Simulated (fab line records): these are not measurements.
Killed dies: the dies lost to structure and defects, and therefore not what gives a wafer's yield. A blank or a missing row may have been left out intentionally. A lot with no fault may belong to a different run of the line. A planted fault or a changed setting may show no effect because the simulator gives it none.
fab line records ; flow nandHarc
record lots=13; wafers=35; lastDay=33
route steps=1302 shown P_CONTACT@238 P_M0@267 END@1302
lots with no fault: from the same line, run without faults
startH: start of the lot's first displayed wafer, in hours after the record's first day ; waitH: how many hours have passed since the lot's step before this one ; " repeats the value in the row above ; L1.1+2: several wafers, shown together as one row ; - value missing, or start not given ; * or withheld: withheld ; < > ~ a bound
route shown NAME@n: names a module that has steps shown in the file, with the first one's number in the route ; usual: average and standard deviation across the fault-free wafers ; same: alike in all rows ; chamber/n: place in a boat ; sites: per-site readings ; _std_site: the standard deviation of these ; _edge_site: mean of outer sites minus mean of inner sites ; radiusMm: how far each site lies from the wafer's centre ; mask NAME#n: copy n ; behind: tool/chamber where the wafer was last shaped ; hold: cause of the lot's hold/its duration in hours/its outcome ; device: the transistor (n, p or np) that didn't switch ; end of line: tests of these same wafers at the route's end ; step lacking rows: just its recipe ; killed: dies lost to structure and defects at the first sort, not the wafer's yield ; map: a wafer's dies, x killed, . not, _ none there
set.NAME: the setting that was run; set.NAME@STEP: the one run at that earlier step ; model.NAME: the simulator's own value behind a step, which no gauge read
route steps across a sampled set of lots; one table per step, one row per wafer
services: when a tool's chamber went out of use (startH, in hours from the record's first day, below 0 if earlier), for how many hours, and the reason
## steps
# step NHARC_P_CONTACT_ETCH_18
# recipe targetDepthA=4810; timeS=240.5; c4f8FlowSccm=20; o2FlowSccm=10; arFlowSccm=withheld; rfW=600; biasW=1500; chemistry=C4F8/O2/Ar
# usual oesProductAu=0.961/0.015; rfFwdPowerW=598.1/1.9; rfVppV=976/5.6
lot.wafer;tool;chamber;startH;waitH;oesProductAu;rfFwdPowerW;rfHoursCounterH;rfVppV
L137.1;rieDiel-07;0;-;-;0.964;599.3;0.3;974
L137.3;rieDiel-07;1;-;-;0.958;597.5;0.3;970
L137.6;rieDiel-07;0;-;-;0.966;597.0;-;975
L138.3;rieDiel-11;3;-;-;0.955;596.6;0.9;975
L138.5;rieDiel-11;1;-;-;0.956;598.4;-;971
L138.6;rieDiel-11;2;-;-;0.947;598.1;-;969
L139.3;rieDiel-11;2;-;-;0.961;598.1;1.8;970
L139.1;rieDiel-11;1;-;-;0.985;598.3;1.8;970
L139.5;rieDiel-11;3;-;-;0.976;598.5;-;973
L140.1;rieDiel-07;3;-;-;0.963;601.0;1.0;983
L140.2;rieDiel-07;1;-;-;0.981;595.5;1.2;970
L140.5;rieDiel-07;3;-;-;0.955;599.5;-;983
L142.3;rieDiel-11;3;-;-;0.977;599.8;2.6;974
L142.1;rieDiel-11;2;-;-;0.989;596.6;2.7;968
L142.5;rieDiel-11;0;-;-;0.979;600.8;-;979
L146.2;rieDiel-11;1;-;-;0.948;600.3;4.1;971
L148.2;rieDiel-06;0;-;-;0.933;600.3;6.1;973
L149.1;rieDiel-07;2;-;-;0.958;597.7;3.3;980
L149.5;rieDiel-07;1;-;-;0.944;599.8;-;970
L149.6;rieDiel-07;2;-;-;0.959;599.7;-;983
L151.3;rieDiel-07;1;-;-;0.954;595.5;4.5;970
L151.6;rieDiel-07;3;-;-;0.957;598.2;-;984
L151.5;rieDiel-07;2;-;-;0.960;599.4;-;984
L153.4;rieDiel-07;0;-;-;0.965;598.8;4.5;975
L153.2;rieDiel-07;1;-;-;0.971;596.2;5.1;968
L153.5;rieDiel-07;3;-;-;0.953;600.0;-;984
L154.2;rieDiel-11;3;-;-;0.973;596.2;1.0;975
L154.5;rieDiel-11;3;-;-;0.966;597.9;-;972
L154.6;rieDiel-11;0;-;-;0.983;595.7;-;978
L155.1;rieDiel-07;2;-;-;0.986;597.9;0.4;981
L155.5;rieDiel-07;2;-;-;0.982;599.4;-;981
L155.6;rieDiel-07;3;-;-;0.958;599.9;-;983
L156.3;rieDiel-07;3;-;-;0.963;598.2;0.9;983
L156.1;rieDiel-07;0;-;-;0.973;599.3;0.9;974
L156.6;rieDiel-07;1;-;-;0.982;597.8;-;969
# step NHARC_P_CONTACT_STRIP_28
# recipe o2FlowSccm=500; arFlowSccm=0; biasW=0; chemistry=O2
# usual drypumpMotorCurrentA=5.3/0.42; mfcArSccm=0.009/0.0092; o2FlowSccm=499.8/1.4; oesProductAu=1.001/0.0093; rfVppV=57.8/0.92; showerheadPlenumPTorr=3.50/0.14; throttleValvePct=17.037/0.0095
lot.wafer;tool;chamber;startH;waitH;drypumpMotorCurrentA;mfcArSccm;o2FlowSccm;oesProductAu;rfHoursCounterH;rfVppV;showerheadPlenumPTorr;throttleValvePct
L137.3;rieDiel-11;1;129.70;0.1;5.3;0.015;501.4;0.986;0.6;58.9;3.34;17.031
L137.1;rieDiel-11;3;129.70;0.1;5.9;0;498.2;1.001;0.5;57.8;3.43;17.036
L137.6;rieDiel-11;2;129.70;0.1;5.6;0;499.7;0.995;-;57.9;3.31;17.033
L138.3;rieDiel-06;2;140.02;0.1;5.3;0.019;500.0;1.009;0.0;58.4;3.74;17.023
L138.6;rieDiel-06;1;140.02;0.1;4.8;0.023;499.5;1.004;-;57.2;3.63;17.025
L138.5;rieDiel-06;2;140.02;0.1;5.3;0.019;500.7;1.005;-;57.9;3.74;17.034
L139.3;rieDiel-07;3;152.95;0.1;5.1;0;498.4;1.001;0.8;57.8;3.67;17.035
L139.1;rieDiel-07;0;152.95;0.1;4.8;0;502.8;0.993;0.9;58.3;3.43;17.034
L139.5;rieDiel-07;2;152.95;0.1;6.1;0.013;497.1;1.003;-;58.1;3.62;17.035
L140.2;rieDiel-06;3;160.59;0.1;4.8;0;499.6;0.994;1.4;58.1;3.45;17.032
L140.1;rieDiel-06;0;160.59;0.1;5.4;0.019;500.1;0.993;1.8;56.7;3.41;17.033
L140.5;rieDiel-06;3;160.59;0.1;4.8;0;501.8;0.989;-;57.0;3.45;17.045
L142.3;rieDiel-07;1;178.97;0.1;4.9;0;502.2;0.999;1.7;58.4;3.31;17.034
L142.1;rieDiel-07;2;178.97;0.1;6.1;0.013;498.6;0.996;1.4;58.7;3.62;17.049
L142.5;rieDiel-07;3;178.97;0.1;5.1;0;500.9;0.992;-;58.4;3.67;17.036
L146.2;rieDiel-06;1;216.21;0.1;4.8;0.023;498.6;0.997;3.5;56.7;3.63;17.056
L148.2;rieDiel-07;0;241.40;0.1;4.8;0;498.5;0.999;3.1;58.0;3.43;17.043
L149.1;rieDiel-07;1;261.17;0.1;4.9;0;500.3;1.003;3.5;57.9;3.31;17.039
L149.5;rieDiel-07;3;261.17;0.1;5.1;0;502.0;1.008;-;58.1;3.67;17.035
L149.6;rieDiel-07;0;261.17;0.1;4.8;0;501.0;0.994;-;57.5;3.43;17.046
L151.3;rieDiel-06;2;281.08;0.1;5.3;0.019;501.6;1.018;7.8;56.1;3.74;17.033
L151.6;rieDiel-06;1;281.08;0.1;4.8;0.023;497.8;0.998;-;56.8;3.62;17.049
L151.5;rieDiel-06;2;281.08;0.1;5.3;0.019;501.6;1.016;-;57.8;3.74;17.039
L153.4;rieDiel-06;0;291.15;0.1;5.4;0.019;498.4;0.980;9.0;58.3;3.41;17.041
L153.2;rieDiel-06;2;291.15;0.1;5.3;0.019;501.7;1.015;8.0;58.2;3.74;17.036
L153.5;rieDiel-06;3;291.15;0.1;4.8;0;498.8;1.005;-;58.7;3.44;17.031
L154.2;rieDiel-07;0;308.82;0.1;4.8;0;499.4;1.006;0.2;57.3;3.43;17.028
L154.5;rieDiel-07;1;308.82;0.1;4.9;0;499.5;0.988;-;56.9;3.30;17.046
L154.6;rieDiel-07;2;308.82;0.1;6.1;0.013;498.9;0.989;-;58.2;3.62;17.026
L155.1;rieDiel-11;2;314.00;0.1;5.5;0;500.0;1.013;1.0;57.5;3.31;17.027
L155.5;rieDiel-11;1;314.00;0.1;5.3;0.015;498.9;0.996;-;56.0;3.33;17.025
L155.6;rieDiel-11;2;314.00;0.1;5.6;0;501.0;0.998;-;57.7;3.31;17.031
L156.3;rieDiel-06;1;323.26;0.1;4.8;0.023;503.5;1.007;0.6;57.7;3.62;17.032
L156.1;rieDiel-06;3;323.26;0.1;4.8;0;500.2;1.017;0.5;56.8;3.44;17.042
L156.6;rieDiel-06;2;323.26;0.1;5.3;0.019;500.8;1.022;-;60.3;3.74;17.027
# step NHARC_P_M0_ETCH_34
# recipe targetDepthA=400; overetchA=120; timeS=43.94; ionEnergyEv=200; n2FlowSccm=150; h2FlowSccm=150; arFlowSccm=0; rfW=400; biasW=150; chemistry=N2/H2
# usual drypumpMotorCurrentA=5.9/0.62; mfcArSccm=0.021/0.015; oesProductAu=0.997/0.0096; rfFwdPowerW=395.0/2.1; rfVppV=429.5/2.2; showerheadPlenumPTorr=2.00/0.078; throttleValvePct=14.172/0.0085
lot.wafer;tool;chamber;startH;waitH;drypumpMotorCurrentA;mfcArSccm;oesProductAu;rfFwdPowerW;rfHoursCounterH;rfVppV;showerheadPlenumPTorr;throttleValvePct
L137.3;rieDiel-04;0;133.07;0.1;4.8;0.038;1.007;396.0;22;429.4;1.98;14.156
L137.1;rieDiel-04;2;133.07;0.1;6.4;0.036;1.021;395.8;24;428.6;2.04;14.172
L137.6;rieDiel-04;3;133.07;0.1;6.5;0.026;0.994;396.2;-;429.8;2.02;14.181
L138.3;rieDiel-03;2;143.26;0.1;5.0;0;1.018;395.0;11;432.0;2.08;14.160
L138.5;rieDiel-03;3;143.26;0.1;5.9;0;1.002;394.6;-;426.6;1.91;14.173
L138.6;rieDiel-03;0;143.26;0.1;6.5;0.002;1.006;392.5;-;433.3;2.14;14.163
L139.3;rieDiel-04;3;156.15;0.1;6.4;0.026;1.011;395.5;27;430.6;2.01;14.174
L139.1;rieDiel-04;1;156.15;0.1;6.5;0.021;1.006;389.4;27;426.6;1.89;14.176
L139.5;rieDiel-04;3;156.15;0.1;6.4;0.026;0.998;395.5;-;430.5;2.01;14.173
L140.1;rieDiel-04;2;163.90;0.1;6.4;0.036;1.009;396.5;30;430.8;2.04;14.174
L140.2;rieDiel-04;0;163.90;0.1;4.8;0.038;1.002;394.9;25;429.4;1.97;14.173
L140.5;rieDiel-04;3;163.90;0.1;6.5;0.026;0.998;395.1;-;429.2;2.01;14.148
L142.1;rieDiel-05;1;182.30;0.1;6.1;0.001;1.006;396.0;40;427.1;1.93;14.163
L142.3;rieDiel-05;3;182.30;0.1;5.7;0;0.989;396.4;38;432.9;2.13;14.167
L142.5;rieDiel-05;1;182.30;0.1;6.1;0.001;1.008;395.8;-;427.1;1.93;14.177
L146.2;rieDiel-03;3;219.40;0.1;5.9;0;1.009;394.7;35;428.3;1.90;14.178
L148.2;rieDiel-03;1;244.73;0.1;5.7;0;1.005;393.8;45;432.3;2.09;14.174
L149.1;rieDiel-05;0;264.45;0.1;5.7;0.034;1.002;397.0;7;430.6;2.03;14.189
L149.6;rieDiel-05;2;264.45;0.1;5.4;0.032;0.988;395.8;-;430.6;2.05;14.155
L149.5;rieDiel-05;3;264.45;0.1;5.8;0;0.989;396.2;-;433.8;2.12;14.177
L151.3;rieDiel-05;1;284.81;0.1;6.2;0.001;0.991;395.7;20;427.4;1.92;14.158
L151.6;rieDiel-05;3;284.81;0.1;5.7;0;0.975;396.5;-;432.9;2.12;14.176
L151.5;rieDiel-05;0;284.81;0.1;5.7;0.034;0.992;397.4;-;429.8;2.03;14.164
L153.2;rieDiel-03;0;294.33;0.1;6.5;0.002;1.012;395.4;0;433.3;2.13;14.172
L153.4;rieDiel-03;2;294.33;0.1;4.9;0;0.995;395.4;0;431.5;2.06;14.193
L153.5;rieDiel-03;3;294.33;0.1;5.9;0;0.996;395.5;-;426.8;1.89;14.163
L154.2;rieDiel-03;0;312.06;0.1;6.5;0.002;1.009;392.2;3;432.2;2.13;14.183
L154.6;rieDiel-03;3;312.06;0.1;5.9;0;1.003;394.6;-;427.7;1.89;14.185
L154.5;rieDiel-03;0;312.06;0.1;6.5;0.002;1.009;393.0;-;433.8;2.13;14.162
L155.1;rieDiel-04;3;317.18;0.1;6.5;0.026;0.976;395.8;24;428.0;2.00;14.179
L155.5;rieDiel-04;2;317.18;0.1;6.4;0.036;0.996;394.6;-;430.4;2.03;14.176
L155.6;rieDiel-04;3;317.18;0.1;6.5;0.026;0.978;397.1;-;428.5;2.00;14.165
L156.1;rieDiel-04;0;326.45;0.1;4.8;0.038;0.983;397.9;25;429.0;1.97;14.168
L156.3;rieDiel-04;1;326.45;0.1;6.5;0.021;0.986;390.8;23;427.2;1.88;14.183
L156.6;rieDiel-04;2;326.45;0.1;6.4;0.036;0.999;395.2;-;429.5;2.03;14.176
# step NHARC_P_M0_ECD_22
# recipe targetThkA=4000; bathTempC=25; material=Cu
lot.wafer;tool;chamber;startH;waitH
L137.1+3+6;ecdCu-02;0,1,0;134.40;-
L138.3+6+5;ecdCu-02;0,1,0;144.59;-
L139.1+3+5;ecdCu-01;0;157.50;-
L140.1+2+5;ecdCu-02;1,0,1;165.08;-
L142.1+3+5;ecdCu-01;1;183.73;-
L146.2;ecdCu-01;1;220.61;-
L148.2;ecdCu-01;1;245.98;-
L149.1+6+5;ecdCu-02;1,1,0;265.63;-
L151.3+5+6;ecdCu-02;0,0,1;287.12;-
L153.2+4+5;ecdCu-02;1,0,1;295.65;-
L154.2+6+5;ecdCu-01;1,1,0;313.25;-
L155.1+5+6;ecdCu-02;1,0,1;318.42;-
L156.1+3+6;ecdCu-02;0,0,1;327.65;-
# step NHARC_END_SORT_01
# recipe tempC=25
# usual defectLimitedYield=89.8/2.9; killedAtArray=65/19; killedAtOther=0.9/1.1; killedAtPeriphery=3.5/2.3; killedDies=69/19; killedOpen=3.2/1.8; killedShort=2.4/1.5
# same grossDies=677
lot.wafer;tool;chamber;startH;waitH;defectLimitedYield[%];killedAtArray;killedAtOther;killedAtPeriphery;killedDies;killedOpen;killedShort
L148.2;prober-01;0;676.87;2.8;36.2;53;1;378;432;4;3
L146.2;prober-02;0;684.67;2.8;37.5;63;0;360;423;3;2
# killed by level:class
L148.2 P_M0:unspecified=375 A_CHANNEL_HOLE_D1:chamberFilmFlake=24 A_CHANNEL_HOLE_D2:chamberFilmFlake=15 A_CONTACT:chamberFilmFlake=4 A_STAIRCASE:chamberFilmFlake=3 A_CHANNEL_FILL_D1:geometricParticle:short=2 P_GATE:geometricParticle:open=1 A_SOURCE_PLATE:geometricParticle:open=1
L146.2 P_M0:unspecified=357 A_CHANNEL_HOLE_D1:chamberFilmFlake=27 A_SLIT:chamberFilmFlake=23 A_STAIRCASE:chamberFilmFlake=4 P_CONTACT:geometricParticle:short=1 A_SGD_CUT:geometricParticle:short=1 A_WL_FILL:geometricParticle:open=1 A_BLC:geometricParticle:open=1
## services
tool;chamber;startH;hours;kind
rieDiel-03;-;105.33;9.0;pm
rieDiel-07;-;117.20;9.0;pm
rieDiel-06;-;130.22;9.0;pm
rieDiel-11;2;153.25;13.2;repair
ecdCu-01;-;160.00;8.0;pm
rieDiel-06;-;163.10;2.6;repair
rieDiel-07;3;166.02;8.9;repair
rieDiel-04;-;177.90;9.0;pm
rieDiel-06;1;181.75;4.7;repair
rieDiel-06;0;186.77;7.7;repair
rieDiel-07;1;187.59;3.4;repair
rieDiel-07;-;191.11;0.8;repair
rieDiel-06;1;192.74;4.4;repair
rieDiel-11;0;195.42;13.3;repair
rieDiel-06;1;207.79;1.9;repair
rieDiel-07;3;225.28;14.1;repair
rieDiel-06;2;233.21;12.9;repair
ecdCu-02;-;244.13;8.0;pm
rieDiel-11;-;255.50;9.0;pm
rieDiel-07;0;274.78;9.3;repair
rieDiel-11;2;283.73;10.9;repair
rieDiel-07;-;294.20;9.0;pm
rieDiel-06;-;307.22;9.0;pm
rieDiel-11;-;327.19;0.6;repair
## key
firstSign step=NHARC_END_SORT_01; reading=killedAtPeriphery; direction=up; sigmas=99+; usual=3.5; struck=369
effect step=NHARC_END_SORT_01; reading=defectLimitedYield; direction=down; sigmas=19; usual=89.8; struck=36.9
moreKillsBornAt NHARC_P_M0_ECD_22@ecdCu-01=732
metAt NHARC_P_M0_ECD_22
struckLots L146,L148
struckWafers L146.2,L148.2
notActingAt NHARC_P_CONTACT_ETCH_18,NHARC_P_CONTACT_STRIP_28,NHARC_P_M0_ETCH_34
onsetBetween 183.73 220.61
fault kind=chamberParticleSource; tool=ecdCu-01; chamber=1; onsetH=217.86; steps=NHARC_P_M0_ECD_22; ratePerVisitCm2=0.99282; endH=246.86
